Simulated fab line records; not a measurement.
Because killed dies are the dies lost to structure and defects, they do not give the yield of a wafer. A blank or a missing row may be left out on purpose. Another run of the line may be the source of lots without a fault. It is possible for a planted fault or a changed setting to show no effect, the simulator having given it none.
3 desks looking at one fault	flow n5Finfet	each desk holds nothing but its own numbers, with what lay behind them at the end

== AT THE METROLOGY DESK ==
Lot by lot, what the gauges showed, no matter which tool ran the lot: averages of those sampled wafers that carry a number. Marked OUT: a lot whose mean sits more than 4 standard deviations from the usual mean, which makes it out of limits; the brackets give that distance.
Columns: A = M10_THK at N5_BEOL_M10_THK_MEAS_53, usual 138.8 nm; B = M11_ILD_THK at N5_BEOL_M11_THK_MEAS_01, usual 266 nm; C = cdNm at N5_BEOL_M11_CD_MEAS_11, usual 64.1 nm
lot	first seen here	A	B	C
L886	day 10 02:17	137.2	265	64.6
L888	day 11 04:00	139.8	263	64.9
L889	day 11 22:53	141.3	266	63.9
L891	day 11 23:30	139.8	266	63.7
L895	day 12 03:40	136.8	266	64.9
L894	day 12 05:41	137.4	267	64.7
L896	day 13 06:44	140.4	266	64.2
L899	day 14 03:21	140.7	268	64.7
L902	day 14 22:22	135.2	263	64.4
L908	day 16 12:56	136.9	263	63.8
L909	day 16 15:52	140.6	272	62.9
Finding of this desk: none of the 11 lots has anything out of limits.

== THE DEFECT DESK ==
Inspection counts along the route, by lot: the mean over sampled wafers that carry a number. Marked OUT: a lot whose mean sits more than 4 standard deviations from the usual mean, which makes it out of limits; the brackets give that distance.
Columns: A = rawDefectCount at N5_BEOL_M11_INSPECT_13, usual 400; B = rawDefectCount at N5_BEOL_M11_INSPECT_30, usual 410
lot	first seen here	A	B
L886	day 10 06:05	290	312
L888	day 11 05:58	349	368
L889	day 12 01:57	427	449
L891	day 12 02:16	449	409
L895	day 12 07:34	422	432
L894	day 12 07:49	415	425
L896	day 13 10:33	396	405
L899	day 14 06:13	284	288
L902	day 15 00:46	647	690
L908	day 16 15:01	369	380
L909	day 16 19:05	524	486
Finding of this desk: none of the 11 lots has anything out of limits.

== TOOL OWNER'S DESK, pecvd-01 ==
The tool's own readings at N5_BEOL_M11_PECVD_70 (deposits SiO2 from TEOS/O2, target thk 20 nm, time 22.7 s): means of the sampled wafers that have a number, for each lot that ran on this tool. Marked OUT: a lot whose mean sits more than 4 standard deviations from the usual mean, which makes it out of limits; the brackets give that distance.
Columns: A = heaterPowerOuterW at N5_BEOL_M11_PECVD_70, usual 475 W; B = heaterPowerW at N5_BEOL_M11_PECVD_70, usual 757 W; C = showerheadPlenumPTorr at N5_BEOL_M11_PECVD_70, usual 8.81 Torr; D = throttleValvePct at N5_BEOL_M11_PECVD_70, usual 21.4 %
lot	first seen here	A	B	C	D
L886	day 10 03:08	541	797	8.85	21.9
L895	day 12 04:58	487	766	8.85	21.2
L899	day 14 04:13	494	760	8.85	21.4
L902	day 14 23:23	431	711	8.88	21.3
Finding of this desk: none of the 4 lots has anything out of limits.

== ALL TOGETHER ==
Nothing out of limits was seen by the metrology desk.
The defect desk saw nothing out of limits.
The desk of the tool owner found nothing out of limits.

== WHAT HAD BEEN PUT IN BY THE SIMULATOR ==
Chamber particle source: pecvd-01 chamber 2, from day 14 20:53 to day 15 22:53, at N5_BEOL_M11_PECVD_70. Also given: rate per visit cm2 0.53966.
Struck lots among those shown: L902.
